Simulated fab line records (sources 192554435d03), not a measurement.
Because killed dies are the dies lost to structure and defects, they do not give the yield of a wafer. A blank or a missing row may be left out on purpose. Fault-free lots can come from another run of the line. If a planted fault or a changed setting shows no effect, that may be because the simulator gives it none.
Chamber matching + flow n5 finfet + 4 sister chambers for N5_GATE_CUT_CMP_43 on cmp-03
The step polishes SiO2. 8 wafers are shown with their chamber, then 8 later ones without.

EACH WAFER AND ITS CHAMBER
| wafer  | chamber | motor current A (A) |
|--------|---------|---------------------|
| L086.4 | 1       | 11.6                |
| L090.2 | 1       | 11.2                |
| L091.1 | 3       | 11.2                |
| L091.3 | 0       | 9.6                 |
| L094.1 | 0       | 9.7                 |
| L094.2 | 2       | 14.9                |
| L094.3 | 3       | 11.5                |
| L095.4 | 2       | 13.8                |

WAFERS MISSING THEIR CHAMBER
| wafer  | motor current A (A) |
|--------|---------------------|
| L095.5 | 11.4                |
| L095.6 | 14.2                |
| L096.2 | 9.8                 |
| L096.3 | 11.9                |
| L096.6 | 14.2                |
| L097.1 | 9.7                 |
| L097.2 | 14.5                |
| L097.5 | 11.4                |

CHAMBER TAKEN BY EACH
| wafer  | from the rows above     | in truth |
|--------|-------------------------|----------|
| L095.5 | can't be placed: 1 or 3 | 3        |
| L095.6 | 2                       | 2        |
| L096.2 | 0                       | 0        |
| L096.3 | can't be placed: 1 or 3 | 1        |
| L096.6 | 2                       | 2        |
| L097.1 | 0                       | 0        |
| L097.2 | 2                       | 2        |
| L097.5 | can't be placed: 1 or 3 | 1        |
Correct placement for 5 of the 8. Can't be placed from these rows: 3 (the true chamber is among the candidates in 3). Wrongly placed: 0.
How it was worked out, from the rows above alone: a wafer's distance from a chamber is the root of the sum, over the readings, of the square of ((its reading less the chamber's mean) divided by the reading's scatter). The wafer belongs to the nearest chamber; if the next one is less than 2 further off, it can't be placed. The mean given for a chamber averages the wafers shown for that chamber. The scatter: the root of (the sum of the squares of (reading less its chamber's mean) over the shown wafers, divided by (wafers less chambers)).
